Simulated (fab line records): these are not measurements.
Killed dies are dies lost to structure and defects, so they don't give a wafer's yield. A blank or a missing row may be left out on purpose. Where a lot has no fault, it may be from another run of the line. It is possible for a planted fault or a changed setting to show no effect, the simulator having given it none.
A struck lot beside a sound one    flow nandHarc    42 out of 1302 route steps
Sound: wafers L720.1, L720.2, L720.3. Wafers L734.3, L734.4, L734.6 were the ones struck. At the end, the cause is stated.
Each step with rows lists, per side, the tool, then ch with its chambers, then its first start. Under that, the readings that differ: sound wafers    struck wafers    difference of the means    sigmas: that difference in standard deviations of wafers without a fault.
alike: readings whose means differ by less than 2 such deviations, and words and numbers that are the same on both sides. not compared: withheld readings, readings that some wafer has no value for, bounds like >300 that may hide the same value, and numbers for which the record gives no deviation and whose values overlap.
A row with sigmas, a row that says differs or no value, or rows on one side alone: a step with any of these is where the two part. When numbers do not overlap yet have no deviation, they are printed without sigmas and do not part them. Lack of a reading on every wafer of one side parts them only where that side has two or more wafers.

NHARC_A_CONTACT_ETCH_50: etches the open film in CF4/CHF3, target depth 121 nm, time 60.5 s.
  sound on rieDiel-11 ch 0,2,3; struck on rieDiel-04 ch 0,1,2
reading              sound              struck             difference  sigmas
oesProductAu (a.u.)  0.973 0.966 0.939  0.898 0.917 0.926  -0.046      -2
  alike: drypumpMotorCurrentA, rfVppV, showerheadPlenumPTorr, throttleValvePct
  not compared: rfHoursCounterH
then, 1 step without rows for these wafers: NHARC_A_CONTACT_ETCH_51 (etches the open film in O2/COS, target depth 7000 nm, time 1820 s).
NHARC_A_CONTACT_ETCH_111: etches the open film in C4F8/O2/Ar, time 140 s, target depth 700 nm.
  sound on harCapEtch-03 ch 0,1, day 23 08:55; struck on harCapEtch-01 ch 0,1, day 28 17:43
  not compared: rfHoursCounterH
NHARC_A_CONTACT_ETCH_112: etches the open film in C4F8/O2/Ar, time 190 s, target depth 1850 nm.
  sound on harCapEtch-03 ch 0,1, day 23 09:06; struck on harCapEtch-01 ch 0,1, day 28 17:54
  not compared: rfHoursCounterH
then, 2 steps without rows for these wafers: NHARC_A_CONTACT_ETCH_113 (etches the open film in C4F8/O2/Ar, time 190 s, target depth 1850 nm); NHARC_A_CONTACT_ETCH_114 (etches the open film in C4F8/O2/Ar, time 190 s, target depth 1850 nm).
NHARC_A_CONTACT_ETCH_115: etches the open film in C4F8/O2/Ar, time 190 s, target depth 1850 nm.
  sound on harCapEtch-03 ch 0,1, day 23 09:37; struck on harCapEtch-01 ch 0,1, day 28 18:25
  not compared: rfHoursCounterH
then, 5 steps without rows for these wafers: NHARC_A_CONTACT_ETCH_116 (etches the open film in C4F8/O2/Ar, time 190 s, target depth 1850 nm); NHARC_A_CONTACT_ETCH_117 (etches the open film in C4F8/O2/Ar, time 190 s, target depth 1850 nm); NHARC_A_CONTACT_ETCH_118 (etches the open film in C4F8/O2/Ar, time 190 s, target depth 1850 nm); NHARC_A_CONTACT_ETCH_119 (etches the open film in C4F8/O2/Ar, time 190 s, target depth 1850 nm); NHARC_A_CONTACT_ETCH_120 (etches the open film in C4F8/O2/Ar, time 190 s, target depth 1850 nm).
NHARC_A_CONTACT_ETCH_121: etches the open film in C4F8/O2/Ar, time 190 s, target depth 1850 nm.
  sound on harCapEtch-03 ch 0,1, day 23 10:38; struck on harCapEtch-01 ch 0,1, day 28 19:26
  not compared: rfHoursCounterH
then, 4 steps without rows for these wafers: NHARC_A_CONTACT_ETCH_122 (etches the open film in C4F8/O2/Ar, time 190 s, target depth 1850 nm); NHARC_A_CONTACT_ETCH_123 (etches the open film in C4F8/O2/Ar, time 490 s, target depth 2110 nm); NHARC_A_CONTACT_ETCH_90 (etches the open film in CH3F/O2, target depth 40 nm, time 85.7 s); NHARC_A_CONTACT_ETCH_96 (etches the open film in C4F6/O2, target depth 20 nm, time 10 s).
NHARC_A_CONTACT_CD_MEAS_53:
  struck on cdSem-02, day 28 20:55; sound on cdSem-01, day 23 12:12
  alike: cdNm
then, 18 steps without rows for these wafers: NHARC_A_CONTACT_STRIP_99 (strips in N2/H2); NHARC_A_CONTACT_STRIP_100 (strips in CF4/CHF3); NHARC_A_CONTACT_STRIP_101 (strips in O2/COS); NHARC_A_CONTACT_ETCH_102 (etches the open film in CF4/O2, target depth 100 nm, overetch 10 nm, time 55 s); NHARC_A_CONTACT_STRIP_55 (strips in O2); NHARC_A_CONTACT_STRIP_56 (strips in post etch residue remover, time 600 s); NHARC_A_CONTACT_DEP_57 (deposits aC, target thk 5300 nm); NHARC_A_CONTACT_DEP_58 (deposits SiON, target thk 90 nm); NHARC_A_CONTACT_DEHYDRATE_59 (time 120 s); NHARC_A_CONTACT_HMDS_60 (time 30 s); NHARC_A_CONTACT_COAT_61 (time 75 s); NHARC_A_CONTACT_COAT_62 (time 65 s); NHARC_A_CONTACT_COAT_63 (resist thk 90 nm); NHARC_A_CONTACT_SOFTBAKE_64 (time 55 s); NHARC_A_CONTACT_EBR_65; NHARC_A_CONTACT_EXPOSE_66 (exposes mask A CC 2); NHARC_A_CONTACT_PEB_67 (peb time 65 s); NHARC_A_CONTACT_DEVELOP_68 (develop time 35 s).
NHARC_A_CONTACT_CD_MEAS_69: target cd 300 nm.
  sound on cdSem-02 ch 0, day 23 17:55; struck on cdSem-03 ch 0, day 29 04:52
  alike: cdNm
NHARC_A_CONTACT_OVL_MEAS_70:
  struck on overlay-01, day 29 04:56; sound on overlay-02, day 23 18:01
  alike: overlayXNm, overlayYNm
then, 2 steps without rows for these wafers: NHARC_A_CONTACT_DESCUM_74 (chemistry O2, time 3 s); NHARC_A_CONTACT_ETCH_75 (etches the open film in CF4, target depth 39 nm, time 65 s).
NHARC_A_CONTACT_ETCH_76: etches the open film in N2/H2, target depth 260 nm, time 475.3 s.
  sound on rieDiel-07 ch 0,1,3; struck on rieDiel-11 ch 2,3
  alike: drypumpMotorCurrentA, oesProductAu, rfVppV, showerheadPlenumPTorr, throttleValvePct
  not compared: rfHoursCounterH
-- jump in the record: it breaks off in module A_CONTACT and resumes in module END (first step shown: number 1302 of the route), and 2 days separate the struck wafers' starts before and after --
NHARC_END_SORT_01:
  sound on prober-01 ch 0, day 26 07:56; struck on prober-01 ch 0, day 31 16:37
reading        sound     struck       difference  sigmas
killedAtArray  40 52 46  135 160 149  +102        +5
killedDies     42 59 49  139 163 152  +101        +5
  alike: killedAtOther, killedAtPeriphery, killedOpen, killedShort

== WHERE THEY PART ==
Last at NHARC_END_SORT_01 as far as this record goes, first at NHARC_A_CONTACT_ETCH_50.

WHY: whatever the simulator had introduced
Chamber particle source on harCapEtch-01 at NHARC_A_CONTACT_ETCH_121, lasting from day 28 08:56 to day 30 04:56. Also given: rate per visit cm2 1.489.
